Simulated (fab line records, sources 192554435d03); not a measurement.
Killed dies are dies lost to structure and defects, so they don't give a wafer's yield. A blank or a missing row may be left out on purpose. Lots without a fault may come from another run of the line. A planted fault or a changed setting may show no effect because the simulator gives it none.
Which tool did it? | flow n5_finfet | 12 lots, 36 wafers sampled, at 3 steps of a route of 1938

WHAT THE GAUGES READ, wafer by wafer
N5_WELL_APT_CD_MEAS_08: target cd 200 nm. Usual: cd_nm 200.4 nm, standard deviation 1.
lot  | measured    | on        | cd_nm (nm)        | flag
L342 | day 1 13:43 | cd_sem-02 | 199.5 200.3 200.0 |
L344 | day 2 01:50 | cd_sem-03 | 200.7 200.9 200.8 |
L345 | day 2 07:42 | cd_sem-01 | 200.7 200.6 201.0 |
L346 | day 2 13:45 | cd_sem-02 | 201.5 201.7 202.4 |
L348 | day 3 01:44 | cd_sem-03 | 200.3 200.4 201.5 |
L349 | day 3 07:43 | cd_sem-03 | 201.3 202.6 202.2 |
L350 | day 3 13:37 | cd_sem-03 | 198.9 199.1 199.7 |
L351 | day 3 19:44 | cd_sem-02 | 199.1 200.3 199.9 |
L353 | day 4 07:50 | cd_sem-01 | 200.3 201.0 201.7 |
L355 | day 4 19:34 | cd_sem-01 | 201.2 200.8 199.1 |
L356 | day 5 01:41 | cd_sem-03 | 200.7 200.8 201.8 |
L357 | day 5 07:50 | cd_sem-01 | 200.7 200.3 199.3 |

N5_WELL_APT_OVL_MEAS_26. Usual: PWELL_OVL 4 nm, standard deviation 5.3.
lot  | measured    | on         | PWELL_OVL (nm) | flag
L342 | day 1 15:20 | overlay-02 | 14 10 4        |
L344 | day 2 03:44 | overlay-01 | 8 14 8         |
L345 | day 2 09:29 | overlay-02 | 8 8 11         |
L346 | day 2 14:56 | overlay-01 | -1 0 4         |
L348 | day 3 03:02 | overlay-01 | 8 10 8         |
L349 | day 3 09:01 | overlay-01 | 5 8 11         |
L350 | day 3 14:47 | overlay-01 | 4 8 -5         |
L351 | day 3 21:10 | overlay-02 | 5 14 5         |
L353 | day 4 09:20 | overlay-01 | -2 -4 -4       |
L355 | day 4 20:43 | overlay-02 | 20 4 8         |
L356 | day 5 03:00 | overlay-01 | 3 6 -3         |
L357 | day 5 09:14 | overlay-01 | 8 11 8         |

WHICH TOOL RAN EACH LOT (tool, then ch and the chambers of the sampled wafers, then the start)
lot  | N5_ZERO_LAYER_DESCUM_16
L342 | rie_diel-01 ch 0,1,2, day 1 12:48
L344 | rie_diel-05 ch 0,2, day 2 00:50
L345 | rie_diel-05 ch 0,2,3, day 2 06:49
L346 | rie_diel-01 ch 1,2,3, day 2 12:51
L348 | rie_diel-03 ch 0,1,2, day 3 00:44
L349 | rie_diel-01 ch 0,3, day 3 06:42
L350 | rie_diel-05 ch 1,3, day 3 12:44
L351 | rie_diel-03 ch 0,2,3, day 3 18:49
L353 | rie_diel-01 ch 0,1,3, day 4 06:49
L355 | rie_diel-01 ch 0,1,3, day 4 18:42
L356 | rie_diel-05 ch 0,2,3, day 5 00:49
L357 | rie_diel-03 ch 0,1, day 5 06:49
- N5_ZERO_LAYER_DESCUM_16: chemistry O2, time 7.9 s.

WHAT THE TOOLS THEMSELVES READ (means of the sampled wafers that have a number; where no wafer has one, the mark that the record gives instead)
N5_ZERO_LAYER_DESCUM_16. Usual: drypump_motor_current_A 5.7 A, standard deviation 0.39; oes_product_au 0.81 a.u., standard deviation 0.083; rf_vpp_V 243.5 V, standard deviation 1; showerhead_plenum_p_Torr 2.11 Torr, standard deviation 0.045; throttle_valve_pct 20.42 %, standard deviation 0.3.
lot  | tool        | drypump_motor_current_A (A) | oes_product_au (a.u.) | rf_vpp_V (V) | showerhead_plenum_p_Torr (Torr) | throttle_valve_pct (%) | flag
L342 | rie_diel-01 | 5.7                         | 0.88                  | 243.5        | 2.11                            | 20.25                  |
L344 | rie_diel-05 | 5.2                         | 0.69                  | 243.6        | 2.13                            | 20.40                  |
L345 | rie_diel-05 | 5.4                         | 0.73                  | 243.4        | 2.11                            | 20.62                  |
L346 | rie_diel-01 | 5.5                         | 0.84                  | 243.6        | 2.12                            | 20.26                  |
L348 | rie_diel-03 | 5.9                         | 0.80                  | 243.8        | 2.11                            | 20.23                  |
L349 | rie_diel-01 | 5.3                         | 0.74                  | 244.1        | 2.14                            | 20.39                  |
L350 | rie_diel-05 | 5.7                         | 0.80                  | 244.0        | 2.11                            | 20.80                  |
L351 | rie_diel-03 | 5.9                         | 0.86                  | 243.4        | 2.10                            | 20.20                  |
L353 | rie_diel-01 | 5.5                         | 0.79                  | 244.0        | 2.13                            | 20.38                  |
L355 | rie_diel-01 | 5.5                         | 0.79                  | 244.3        | 2.13                            | 20.39                  |
L356 | rie_diel-05 | 5.4                         | 0.80                  | 243.4        | 2.11                            | 20.51                  |
L357 | rie_diel-03 | 6.2                         | 0.80                  | 244.3        | 2.08                            | 20.19                  |

THE ANSWER, worked out from the rows above alone
Rule: a lot is off if the mean of its wafers that have a number lies more than 3 standard deviations from the usual mean. A lot without any number at a reading at which 4 lots or more have one is off too. The other lots that the step has rows for count as sound. The gauges are gone through in route order, then the tools' own readings, and for those a lot's mean is taken as printed above. The first step at which some lot is off is used, and at that step the reading that is off furthest; a lot without a number counts as furthest.
No lot is off at any reading shown: from this, nothing can be told.

WHAT THE SIMULATOR HAD PUT IN
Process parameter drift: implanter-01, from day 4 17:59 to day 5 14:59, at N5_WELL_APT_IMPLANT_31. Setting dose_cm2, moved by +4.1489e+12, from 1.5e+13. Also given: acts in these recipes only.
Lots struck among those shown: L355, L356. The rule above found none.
